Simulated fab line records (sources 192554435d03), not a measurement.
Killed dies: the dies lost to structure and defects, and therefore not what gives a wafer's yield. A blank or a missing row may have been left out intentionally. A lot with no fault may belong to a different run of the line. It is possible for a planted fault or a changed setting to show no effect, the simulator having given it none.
Comparing a struck lot with a sound one / flow n5 finfet / 15 out of 1938 route steps
Sound: these wafers, L147.1, L147.4, L147.6. Struck: wafer L160.3; the same lot's L160.4 was not struck, so it is left out; see the end for the cause.
Per side, at each step with rows, come the tool, then ch with its chambers, and then its first start. Under that, the readings that differ: sound wafers / struck wafers / difference of the means / sigmas: that difference in standard deviations of wafers without a fault.
alike: a reading whose means differ by less than 2 such deviations, as well as words and numbers matching on both sides. not compared: withheld readings; readings where some wafer has no value; bounds like >300 that might hide an equal value; numbers whose values overlap and for which the record gives no deviation.
The two part at a step that has a row with sigmas, a row that says differs or no value, or rows on one side only. Numbers that don't overlap but have no deviation are shown without sigmas and don't part them. A reading that every wafer of one side lacks parts them only if that side has two wafers or more.

first, 7 steps without rows for these wafers: N5_SDB_COAT_04 (time 60 s, resist thk 18 nm); N5_SDB_COAT_05 (resist thk 90 nm); N5_SDB_EBR_07; N5_SDB_SOFTBAKE_06 (time 60 s); N5_SDB_EXPOSE_08 (exposes mask SDB); N5_SDB_PEB_09 (peb time 60 s); N5_SDB_DEVELOP_10 (develop time 30 s).
N5_SDB_CD_MEAS_11: target cd 50 nm.
  sound on cd sem-03 ch 0, day 3 17:56; struck on cd sem-03 ch 0, day 7 07:16
  alike: cd nm
N5_SDB_OVL_MEAS_12:
  sound on overlay-02 ch 0, day 3 17:58; struck on overlay-01 ch 0, day 7 07:18
  alike: SDB_OVL
N5_SDB_INSPECT_13: inspects for defects (brightfield).
  sound on defect inspect-01 at day 3 17:59; struck on defect inspect-02 at day 7 07:20
  alike: raw defect count
N5_SDB_DESCUM_16: chemistry O2, time 7.9 s.
  sound on rie diel-02 ch 0,2, day 3 18:01; struck on rie diel-02 ch 0, day 7 07:23
  alike: drypump motor current A, oes product au, rf vpp V, showerhead plenum p Torr, throttle valve pct
  not compared: rf hours counter h
N5_SDB_ETCH_17: etches SiARC in CF4, target depth 23.4 nm, time 39 s.
  sound on rie diel-02 ch 0,2, day 3 18:03; struck on rie diel-02 ch 0, day 7 07:26
  alike: drypump motor current A, etch rf on time s, oes product au, rf vpp V, showerhead plenum p Torr, throttle valve pct
  not compared: rf hours counter h
N5_SDB_ETCH_18: etches SOC in N2/H2, target depth 100 nm, overetch 20 nm, time 150 s.
  sound on rie diel-02 ch 0,2, day 3 18:05; struck on rie diel-02 ch 0, day 7 07:32
reading=model.SiARC_of_SDB_COAT_04.thk nm (nm); sound=12.8 12.8 12.8; struck=11.4; difference=-1.4; sigmas=
  alike: drypump motor current A, oes product au, rf vpp V, showerhead plenum p Torr, throttle valve pct
  not compared: rf hours counter h
then, 1 step without rows for these wafers: N5_SDB_STRIP_19 (strips in N2/H2).
-- the record jumps here: 4 days lie between the struck wafers' starts before and after (it left off in module SDB and takes up again in module BEOL_M4, whose first step shown is number 1111 of the route) --
N5_BEOL_M4_RC_MEAS_101:
  sound on prober-02 ch 0, day 8 04:49; struck on prober-02 ch 0, day 11 13:51
reading=IOFF_N (nA/um); sound=0.17 0.17 0.14; struck=0.26; difference=+0.10; sigmas=+3
reading=IOFF_P (nA/um); sound=0.19 0.19 0.17; struck=0.31; difference=+0.13; sigmas=+4
reading=ION_P (uA/um); sound=459 452 448; struck=475; difference=+22; sigmas=+3
reading=SS_N (mV/dec); sound=71.3 71.4 71.0; struck=73.1; difference=+1.9; sigmas=+3
reading=VT_N (mV); sound=249 251 254; struck=243; difference=-8; sigmas=-3
reading=VT_P (mV); sound=-252 -253 -257; struck=-246; difference=+8; sigmas=+2
  alike: DIBL_N, DIBL_P, ION_N, SS_P

## WHERE THEY PART
At N5_BEOL_M4_RC_MEAS_101 and nowhere else, as far as this record goes.

WHY: what the simulator had put in
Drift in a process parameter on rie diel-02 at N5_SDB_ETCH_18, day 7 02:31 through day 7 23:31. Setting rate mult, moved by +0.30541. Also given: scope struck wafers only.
